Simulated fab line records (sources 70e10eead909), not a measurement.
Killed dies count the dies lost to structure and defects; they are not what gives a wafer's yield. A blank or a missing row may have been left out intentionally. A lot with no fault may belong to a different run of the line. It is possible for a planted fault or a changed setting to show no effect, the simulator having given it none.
fab line records -- flow nandHarc
record lots=7, wafers=21, lastDay=33
route steps=1302 shown P_CONTACT@248 P_M0@253
lots that met no fault: taken from a fault-free run of the same line
startH: the number of hours between the record's first day and the start of the first shown wafer of the lot -- waitH: how many hours have passed since the lot's step before this one -- " as in the row above -- L1.1+2: a row that stands for several wafers -- - no value, or no start was given -- * or withheld: withheld -- < > ~ a bound
route shown NAME@n: NAME is a module with steps in the file, n the number in the route of the first one -- usual: mean and standard deviation over wafers with no fault -- same: alike in all rows -- chamber/n: place in a boat -- sites: the reading at each site -- _std_site: the standard deviation of these -- _edge_site: outer sites' mean less inner sites' -- radiusMm: for every site, how far away it sits from the centre of the wafer -- mask NAME#n: copy n -- behind: the tool/chamber that last shaped the wafer -- hold: why the lot went on hold/how many hours it stayed there/how the hold came to an end -- device: the transistor (n, p or np) that didn't switch -- end of line: tests run on the same wafers once the route is complete -- where a step has no rows: the recipe by itself -- killed: dies that structure and defects cost at the first sort, which is not the same as the wafer's yield -- map: the dies of a wafer, with x for killed, . for not killed, _ for no die there
set.NAME: the setting the step ran with; set.NAME@STEP: the setting that earlier step ran with -- model.NAME: the simulator's own value behind a step, which no gauge read
lots at selected steps of the route; one table per step, one row per wafer
services: when a tool's chamber went out of use (startH, in hours from the record's first day, below 0 if earlier), for how many hours, and the reason
## steps
# step NHARC_P_CONTACT_CVD_23
# recipe targetThkA=2000, tempC=300, pressureTorr=40, wf6FlowSccm=40, h2FlowSccm=1600, arFlowSccm=1560, timeS=557, material=W
# usual heaterPowerW=487/44, throttleValvePct=8.3/0.34
lot.wafer,tool,chamber,startH,waitH,heaterPowerW,throttleValvePct
L326.2,cvdW-01,1,-,-,479,8.7
L326.1,cvdW-01,0,-,-,523,8.2
L326.4,cvdW-01,1,-,-,483,8.6
L330.3,cvdW-02,0,-,-,439,8.1
L330.4,cvdW-02,1,-,-,529,8.2
L330.5,cvdW-02,1,-,-,543,8.3
L336.3,cvdW-01,1,-,-,457,8.5
L336.4,cvdW-01,0,-,-,529,7.8
L336.6,cvdW-01,0,-,-,513,7.9
L337.1,cvdW-01,0,-,-,518,7.8
L337.2,cvdW-01,1,-,-,463,8.8
L337.5,cvdW-01,0,-,-,522,8.1
L338.2,cvdW-01,1,-,-,448,8.7
L338.4,cvdW-01,1,-,-,454,8.8
L338.5,cvdW-01,1,-,-,455,8.9
L343.1,cvdW-02,0,-,-,432,8.5
L343.5,cvdW-02,1,-,-,540,8.2
L343.6,cvdW-02,0,-,-,413,8.3
L344.2,cvdW-02,0,-,-,427,8.6
L344.4,cvdW-02,1,-,-,548,8.3
L344.5,cvdW-02,1,-,-,552,8.2
# step NHARC_P_CONTACT_CMP_24
# recipe tOverpolishS=30, targetThkNm=200
# usual motorCurrentA=11.8/1.4, overpolishRunS=30.001/0.0094, timeToEndpointS=41.1/2.3
lot.wafer,tool,chamber,startH,waitH,motorCurrentA,overpolishRunS,timeToEndpointS
L326.4,cmp-03,3,169.87,0.4,12.1,30.012,43.2
L326.1,cmp-03,0,169.87,0.4,11.7,29.999,43.5
L326.2,cmp-03,2,169.87,0.4,11.7,29.995,40.9
L330.4,cmp-04,2,215.43,0.3,10.1,29.993,41.1
L330.3,cmp-04,3,215.43,0.3,11.3,29.991,41.3
L330.5,cmp-04,1,215.43,0.3,10.5,29.993,41.9
L336.3,cmp-01,3,266.91,0.4,11.2,30.005,42.6
L336.4,cmp-01,0,266.91,0.4,14.4,30.012,41.6
L336.6,cmp-01,3,266.91,0.4,11.6,30.003,40.1
L337.1,cmp-01,0,282.81,0.6,14.3,29.991,42.0
L337.2,cmp-01,1,282.81,0.6,9.9,30.001,41.3
L337.5,cmp-01,1,282.81,0.6,10.1,30.022,39.7
L338.4,cmp-03,3,289.49,0.4,12.6,30.002,37.9
L338.2,cmp-03,0,289.49,0.4,12.4,30.018,38.7
L338.5,cmp-03,2,289.49,0.4,11.9,30.015,40.6
L343.1,cmp-03,3,342.72,0.5,12.5,29.990,38.1
L343.6,cmp-03,3,342.72,0.5,13.2,29.991,37.9
L343.5,cmp-03,0,342.72,0.5,11.9,30.011,39.9
L344.2,cmp-04,1,353.74,0.6,11.5,29.997,38.8
L344.4,cmp-04,3,353.74,0.6,12.4,29.998,38.4
L344.5,cmp-04,1,353.74,0.6,10.7,30.017,39.4
# step NHARC_P_CONTACT_SRD_26
# step NHARC_P_CONTACT_INSPECT_27
# usual rawDefectCount=292/140
lot.wafer,tool,chamber,startH,waitH,rawDefectCount
L326.1,defectInspect-01,-,170.27,0.1,168
L326.2,defectInspect-01,-,170.27,0.1,454
L326.4,defectInspect-01,-,170.27,0.1,181
L330.3,defectInspect-02,-,215.81,0.1,397
L330.4,defectInspect-02,-,215.81,0.1,230
L330.5,defectInspect-02,-,215.81,0.1,208
L336.3,defectInspect-02,-,267.28,0.1,379
L336.4,defectInspect-02,-,267.28,0.1,462
L336.6,defectInspect-02,-,267.28,0.1,526
L337.1,defectInspect-01,-,283.21,0.1,224
L337.2,defectInspect-01,-,283.21,0.1,231
L337.5,defectInspect-01,-,283.21,0.1,340
L338.2,defectInspect-01,-,289.84,0.1,143
L338.4,defectInspect-01,-,289.84,0.1,229
L338.5,defectInspect-01,-,289.84,0.1,264
L343.1,defectInspect-02,-,343.12,0.1,205
L343.5,defectInspect-02,-,343.12,0.1,258
L343.6,defectInspect-02,-,343.12,0.1,198
L344.2,defectInspect-01,-,354.12,0.1,356
L344.4,defectInspect-01,-,354.12,0.1,397
L344.5,defectInspect-01,-,354.12,0.1,262
# step NHARC_P_M0_DEP_00
# recipe targetThkA=1500, targetThkNm=150, tempC=withheld, pressureTorr=5, flowSccm=200, rfW=600, material=SiOC
# step NHARC_P_M0_DEHYDRATE_01
# recipe tempC=150, timeS=120
# step NHARC_P_M0_HMDS_02
# recipe timeS=30
# step NHARC_P_M0_COAT_33
# recipe tempC=200, timeS=65
# step NHARC_P_M0_COAT_03
# recipe spinRpm=1500, resistThkNm=90
# step NHARC_P_M0_SOFTBAKE_04
# recipe tempC=105, timeS=55
# step NHARC_P_M0_EBR_05
# step NHARC_P_M0_EXPOSE_06
# recipe na=1.35, targetCdNm=90, doseMj=81.28, maskId=P_M0
# usual exposureDoseMJCm2=81.19/0.098, focusOffsetNm=0.1/0.5
lot.wafer,tool,chamber,startH,waitH,mask,exposureDoseMJCm2,focusOffsetNm
L326.1,arfiScanner-02,0,171.16,-,P_M0#0,81.32,0.1
L326.2,arfiScanner-02,0,171.16,-,P_M0#0,81.29,-1.0
L326.4,arfiScanner-02,0,171.16,-,P_M0#0,81.28,-0.5
L330.3,arfiScanner-03,0,216.59,-,P_M0#0,81.05,-0.6
L330.4,arfiScanner-03,0,216.59,-,P_M0#0,81.16,0.1
L330.5,arfiScanner-03,0,216.59,-,P_M0#0,81.15,0.7
L336.3,arfiScanner-01,-,268.06,-,P_M0#0,-,-
L336.4,arfiScanner-01,-,268.06,-,P_M0#0,-,-
L336.6,arfiScanner-01,-,268.06,-,P_M0#0,-,-
L337.1,arfiScanner-03,-,284.00,-,P_M0#0,-,-
L337.2,arfiScanner-03,-,284.00,-,P_M0#0,-,-
L337.5,arfiScanner-03,-,284.00,-,P_M0#0,-,-
L338.2,arfiScanner-03,-,290.48,-,P_M0#0,-,-
L338.4,arfiScanner-03,-,290.48,-,P_M0#0,-,-
L338.5,arfiScanner-03,-,290.48,-,P_M0#0,-,-
L343.1,arfiScanner-01,0,344.01,-,P_M0#0,81.35,-0.5
L343.5,arfiScanner-01,0,344.01,-,P_M0#0,81.20,-0.4
L343.6,arfiScanner-01,0,344.01,-,P_M0#0,81.26,-0.4
L344.2,arfiScanner-03,0,354.89,-,P_M0#0,81.22,0.9
L344.4,arfiScanner-03,0,354.89,-,P_M0#0,81.20,-0.4
L344.5,arfiScanner-03,0,354.89,-,P_M0#0,81.25,0.2
# step NHARC_P_M0_PEB_07
# recipe pebTempC=100, pebTimeS=65
## services
tool,chamber,startH,hours,kind
cmp-01,-,154.51,0.8,repair
arfiScanner-03,-,157.39,3.9,repair
cmp-03,-,162.13,4.0,pm
cmp-03,-,171.06,1.3,repair
cmp-01,-,172.66,0.5,repair
cvdW-01,-,185.31,13.0,pm
cmp-01,-,185.50,4.0,pm
arfiScanner-03,-,196.00,4.0,pm
cmp-04,-,209.01,4.0,pm
cmp-03,-,214.21,4.0,repair
arfiScanner-03,-,225.28,0.3,repair
cmp-03,-,225.44,0.6,repair
cmp-04,-,231.42,3.1,repair
arfiScanner-03,-,250.52,5.9,repair
arfiScanner-01,-,252.00,4.0,pm
cmp-03,-,260.13,4.0,pm
cvdW-02,-,269.42,13.0,pm
cmp-03,-,279.43,0.4,repair
cmp-03,-,280.30,0.9,repair
cmp-01,-,283.50,4.0,pm
cvdW-01,-,301.12,1.5,repair
cmp-04,-,307.01,4.0,pm
arfiScanner-01,-,315.71,0.5,repair
arfiScanner-01,-,323.58,1.2,repair
## key
firstSign step=NHARC_P_M0_EXPOSE_06, reading=toolRecord, direction=missing
effect none on later readings
metAt NHARC_P_M0_EXPOSE_06
struckWafers L336.3,L336.4,L336.6,L337.1,L337.2,L337.5,L338.2,L338.4,L338.5
laterRowsLeftOut L336.3,L336.4,L336.6,L337.1,L337.2,L337.5,L338.2,L338.4,L338.5
sortLeftOut L336.3,L336.4,L336.6,L337.1,L337.2,L337.5,L338.2,L338.4,L338.5
onsetBetween 216.59 268.06
fault kind=skippedStepWhole, tool=arfiScanner-01,arfiScanner-03, chamber=-, onsetH=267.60, steps=NHARC_P_M0_EXPOSE_06, scope=struckLotsOnly
# sortLeftOut: the simulated sort isn't trusted on such a fault, so these wafers' sort isn't shown, and their yield isn't known
# laterRowsLeftOut: the simulator's readings of these wafers behind a module that went badly wrong aren't trusted and aren't shown, but for the sort
